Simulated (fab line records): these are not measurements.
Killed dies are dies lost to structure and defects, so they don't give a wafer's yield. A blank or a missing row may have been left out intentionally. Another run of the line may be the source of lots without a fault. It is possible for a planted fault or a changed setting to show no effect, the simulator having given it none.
A struck lot beside a sound one ; flow n5Finfet ; 17 steps out of a route of 1938
Sound: the wafers L207.2, L207.3, L207.4. Struck: wafers L216.3, L216.4, L216.6. The cause comes at the end.
Each step with rows lists, per side, the tool, then ch with its chambers, then its first start. Under that, the readings that differ: sound wafers ; struck wafers ; difference of the means ; sigmas: that difference in standard deviations of wafers without a fault.
alike: readings with means less than 2 such deviations apart, plus words and numbers identical on both sides. not compared: withheld readings, readings lacking a value on some wafer, bounds such as >300 that could conceal the same value, and numbers that have no deviation in the record and whose values overlap.
The two part at a step that has a row with sigmas, a row that says differs or no value, or rows on one side only. Numbers that have no deviation but don't overlap get no sigmas and don't part them. A reading missing from all wafers of one side parts the sides only when that side holds two or more wafers.

first, 5 steps without rows for these wafers: N5_SD_EPI_P_EBR_05; N5_SD_EPI_P_SOFTBAKE_04 (time 60 s); N5_SD_EPI_P_EXPOSE_06 (exposes mask SD P BLK, target cd 240 nm); N5_SD_EPI_P_PEB_07 (peb time 60 s); N5_SD_EPI_P_DEVELOP_08 (develop time 30 s).
N5_SD_EPI_P_CD_MEAS_09: the cd target is 240 nm.
  sound on cdSem-01 ch 0, day 5 13:33; struck on cdSem-01 ch 0, day 7 18:43
  alike: cdNm
N5_SD_EPI_P_OVL_MEAS_10:
  sound on overlay-02 ch 0, day 5 13:35; struck on overlay-02 ch 0, day 7 18:45
  alike: SD_P_BLK_OVL
N5_SD_EPI_P_INSPECT_11: inspects for defects (macro).
  sound on defectInspect-02 at day 5 13:36; struck on defectInspect-01 at day 7 18:47
  alike: rawDefectCount
N5_SD_EPI_P_DESCUM_14: chemistry O2, time 7.9 s.
  sound on rieDiel-03 ch 0,1,3, day 5 13:38; struck on rieDiel-03 ch 0,1,2, day 7 18:49
  alike: drypumpMotorCurrentA, oesProductAu, rfVppV, showerheadPlenumPTorr, tempC, throttleValvePct
  not compared: rfHoursCounterH
N5_SD_EPI_P_ETCH_36: etches SiARC in CF4, target depth 45.5 nm, time 75.8 s.
  sound on rieDiel-03 ch 0,1,3, day 5 13:40; struck on rieDiel-03 ch 0,1,2, day 7 18:50
  alike: drypumpMotorCurrentA, etchRfOnTimeS, oesProductAu, rfVppV, showerheadPlenumPTorr, throttleValvePct
  not compared: rfHoursCounterH
N5_SD_EPI_P_ETCH_37: etches SOC in N2/H2, overetch 108 nm, time 486 s.
  sound on rieDiel-03 ch 0,1,3, day 5 13:44; struck on rieDiel-03 ch 0,1,2, day 7 18:54
  alike: drypumpMotorCurrentA, oesProductAu, rfVppV, showerheadPlenumPTorr, tempC, throttleValvePct
  not compared: rfHoursCounterH
then, 1 step without rows for these wafers: N5_SD_EPI_P_STRIP_38 (strips in N2/H2).
N5_SD_EPI_P_ETCHBACK_46: etches SiNx in CH3F/O2, stops on SiO2, target depth 17.5 nm.
  sound on rieDiel-03 ch 0,1,3, day 5 14:03; struck on rieDiel-03 ch 0,1,2, day 7 19:14
reading;sound;struck;difference;sigmas
model.SiARC_of_SD_EPI_P_COAT_35.thkNm (nm);14.6 15.6 15.4;13.8 14.2 12.8;-1.6;
  alike: drypumpMotorCurrentA, oes_o_777_au, oesProductAu, rfVppV, showerheadPlenumPTorr, throttleValvePct
  not compared: rfHoursCounterH
N5_SD_EPI_P_ETCH_47: etches SiOCN in CH3F/O2, target depth 25 nm.
  sound on rieDiel-03 ch 0,1,3, day 5 14:09; struck on rieDiel-03 ch 0,1,2, day 7 19:20
  alike: drypumpMotorCurrentA, oes_o_777_au, oesProductAu, rfVppV, showerheadPlenumPTorr, throttleValvePct
  not compared: rfHoursCounterH
N5_SD_EPI_P_ETCH_16: etches SiO2 in CHF3/O2, target depth 5 nm.
  sound on rieDiel-03 ch 0,1,3, day 5 14:15; struck on rieDiel-03 ch 0,1,2, day 7 19:26
reading;sound;struck;difference;sigmas
model.SiARC_of_SD_EPI_P_COAT_35.thkNm (nm);10.8 12 11.8;10.2 10.6 9;-1.6;
  alike: drypumpMotorCurrentA, oes_o_777_au, oesProductAu, rfVppV, showerheadPlenumPTorr, throttleValvePct
  not compared: rfHoursCounterH
then, 2 steps without rows for these wafers: N5_SD_EPI_P_STRIP_50 (strips in CHF3/O2); N5_PASSIVATION_PROBE_49.

== WHERE THEY PART ==
Nowhere in this record.

WHY: what the simulator had put in
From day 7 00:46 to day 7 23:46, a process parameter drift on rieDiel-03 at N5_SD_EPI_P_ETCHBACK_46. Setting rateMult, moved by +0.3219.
